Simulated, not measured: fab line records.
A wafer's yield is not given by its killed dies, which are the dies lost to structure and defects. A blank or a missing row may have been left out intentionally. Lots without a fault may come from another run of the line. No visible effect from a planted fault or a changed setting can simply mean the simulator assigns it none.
One fault seen from 2 desks / flow n5_finfet / numbers are kept per desk, each desk with only its own; the story behind them comes last

## METROLOGY DESK
Lot by lot, what the gauges showed, no matter which tool ran the lot: averages of those sampled wafers that carry a number. If a lot's mean is further than 4 standard deviations from the usual mean, the lot is out of limits and carries the mark OUT (the distance appears in the brackets). Only the readings that lie furthest out on some lot appear, 7 of the 10 it has.
Columns: A = DIBL_P at N5_BEOL_M4_RC_MEAS_101, usual 36.5 mV/V; B = IOFF_N at N5_BEOL_M4_RC_MEAS_101, usual 0.16 nA/um; C = ION_N at N5_BEOL_M4_RC_MEAS_101, usual 675 uA/um; D = ION_P at N5_BEOL_M4_RC_MEAS_101, usual 462 uA/um; E = SS_N at N5_BEOL_M4_RC_MEAS_101, usual 71.6 mV/dec; F = SS_P at N5_BEOL_M4_RC_MEAS_101, usual 73.3 mV/dec; G = VT_N at N5_BEOL_M4_RC_MEAS_101, usual 249 mV
lot=L462; first seen here=day 7 15:28; A=36.2; B=0.15; C=676; D=464; E=71.5; F=73.6; G=252
lot=L464; first seen here=day 8 07:23; A=36.9; B=0.15; C=673; D=465; E=71.3; F=73.4; G=250
lot=L469; first seen here=day 9 06:10; A=33.3; B=0.11; C=663; D=459; E=70.6; F=71.8; G=254
lot=L470; first seen here=day 9 15:35; A=35.5; B=0.14; C=658; D=454; E=71.5; F=72.8; G=253
lot=L473; first seen here=day 10 09:15; A=36.3; B=0.16; C=684; D=464; E=71.3; F=72.9; G=249
lot=L474; first seen here=day 10 15:48; A=36.4; B=0.16; C=683; D=475; E=71.1; F=73.1; G=249
lot=L481; first seen here=day 12 03:55; A=36.3; B=0.16; C=669; D=465; E=71.6; F=73.1; G=252
lot=L482; first seen here=day 13 00:05; A=33.9; B=0.14; C=677; D=462; E=71.5; F=73.2; G=249
lot=L483; first seen here=day 13 03:38; A=39.2; B=0.24; C=700; D=465; E=72.6; F=74.2; G=243
This desk's finding: nothing out of limits on any of the 9 lots.

## TOOL OWNER'S DESK, ald_sin-01
The tool's own readings at N5_MOL_CONTACT_COAG_ALD_131 (deposits SiO2, target thk 5 nm, pulse time 1 s, co reactant pulse time 1 s): means of the sampled wafers that have a number, for each lot that ran on this tool. If a lot's mean is further than 4 standard deviations from the usual mean, the lot is out of limits and carries the mark OUT (the distance appears in the brackets).
Columns: A = heater_power_w at N5_MOL_CONTACT_COAG_ALD_131, usual 82 W; B = precursor_pulse_height_rel at N5_MOL_CONTACT_COAG_ALD_131, usual 1.002
lot=L464; first seen here=day 5 16:34; A=86; B=0.996
lot=L469; first seen here=day 6 20:05; A=79; B=1.021
lot=L473; first seen here=day 8 00:10; A=88; B=1.000
lot=L474; first seen here=day 8 03:32; A=85; B=0.995
lot=L478; first seen here=day 9 09:25; A=75; B=1.014
This desk's finding: nothing out of limits on any of the 5 lots.

## PUT TOGETHER
At the metrology desk, nothing out of limits was observed.
The tool owner's desk saw nothing out of limits.

## WHAT THE SIMULATOR HAD PUT IN
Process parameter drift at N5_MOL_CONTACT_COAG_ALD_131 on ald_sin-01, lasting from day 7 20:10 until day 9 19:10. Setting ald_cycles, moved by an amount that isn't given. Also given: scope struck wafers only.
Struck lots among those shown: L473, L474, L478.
